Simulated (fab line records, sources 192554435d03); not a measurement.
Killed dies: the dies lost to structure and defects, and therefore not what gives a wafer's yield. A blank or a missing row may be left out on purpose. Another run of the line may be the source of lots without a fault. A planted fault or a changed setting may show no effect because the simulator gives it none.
Chamber matching | flow n5-finfet | 3 sister chambers for N5_BEOL_M5_ILD_DEP_00 on pecvd-03
The step deposits SiCOH lowk from DEMS/porogen, target thk 140.64 nm, time 25.9 s. 24 wafers are shown with their chamber, then 12 later ones without.

WAFERS PAIRED WITH THEIR CHAMBERS
wafer  | chamber | throttle-valve-pct (%) | heater-power-w (W) | rf-fwd-power-W (W)
L074.1 | 2       | 13.6                   | 359                | 490.9
L074.2 | 0       | 13.6                   | 274                | 497.9
L074.6 | 1       | 14.8                   | 352                | 495.8
L075.2 | 2       | 13.1                   | 385                | 492.5
L075.3 | 1       | 14.7                   | 409                | 494.2
L075.5 | 1       | 15.1                   | 411                | 494.8
L080.3 | 2       | 13.5                   | 372                | 492.9
L080.4 | 1       | 14.9                   | 385                | 491.2
L080.5 | 2       | 13.6                   | 382                | 490.7
L084.4 | 1       | 15.1                   | 364                | 494.3
L084.5 | 0       | 13.8                   | 280                | 493.8
L084.6 | 2       | 13.7                   | 375                | 492.3
L085.1 | 2       | 13.4                   | 325                | 493.1
L085.2 | 0       | 13.8                   | 280                | 496.0
L085.6 | 2       | 13.6                   | 333                | 491.8
L086.2 | 0       | 13.8                   | 233                | 496.2
L086.3 | 2       | 13.7                   | 383                | 491.7
L086.4 | 0       | 13.7                   | 235                | 494.6
L087.2 | 1       | 15.1                   | 411                | 494.1
L087.3 | 0       | 13.6                   | 247                | 494.3
L087.4 | 1       | 14.6                   | 413                | 493.9
L089.2 | 1       | 14.6                   | 400                | 493.9
L089.4 | 0       | 14.1                   | 290                | 494.4
L089.5 | 2       | 13.6                   | 324                | 490.3

SIGNATURES (means of the wafers above)
reading            | chamber 0 | chamber 1 | chamber 2 | scatter within a chamber
throttle-valve-pct | 13.771    | 14.863    | 13.533    | 0.194
heater-power-w     | 262.71    | 393.12    | 359.78    | 24.5
rf-fwd-power-W     | 495.314   | 494.025   | 491.800   | 1.24
Rule: for each reading, subtract the chamber's mean from the wafer's reading, divide by that reading's scatter and square the result; add these up over the readings and take the root, which gives the wafer's distance from the chamber. If the next closest chamber is less than 2 further off than the closest, the wafer can't be placed; otherwise it belongs to the closest. The scatter: take each reading less its chamber's mean, square it, sum over the shown wafers, divide by the number of wafers less the number of chambers, and take the root.

WAFERS WHOSE CHAMBER IS MISSING
wafer  | throttle-valve-pct (%) | heater-power-w (W) | rf-fwd-power-W (W)
L092.1 | 13.7                   | 369                | 490.1
L092.2 | 14.9                   | 368                | 494.5
L092.3 | 13.9                   | 260                | 496.4
L094.2 | 13.9                   | 318                | 490.3
L094.3 | 14.7                   | 353                | 491.1
L094.4 | 13.9                   | 329                | 491.4
L097.2 | 13.5                   | 393                | 489.6
L097.4 | 13.9                   | 289                | 492.8
L097.6 | 14.7                   | 368                | 490.7
L095.3 | 13.6                   | 237                | 497.1
L095.4 | 14.9                   | 350                | 497.0
L095.5 | 14.8                   | 348                | 493.5

EACH ONE'S CHAMBER
wafer  | from the rows above     | in truth
L092.1 | 2                       | 2
L092.2 | 1                       | 1
L092.3 | 0                       | 0
L094.2 | can't be placed: 2 or 0 | 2
L094.3 | 1                       | 1
L094.4 | can't be placed: 2 or 0 | 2
L097.2 | 2                       | 2
L097.4 | can't be placed: 0 or 2 | 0
L097.6 | 1                       | 1
L095.3 | 0                       | 0
L095.4 | 1                       | 1
L095.5 | 1                       | 1
9 of 12 placed correctly. Can't be placed from these rows: 3 (the true chamber is among the candidates in 3). Wrongly placed: 0.
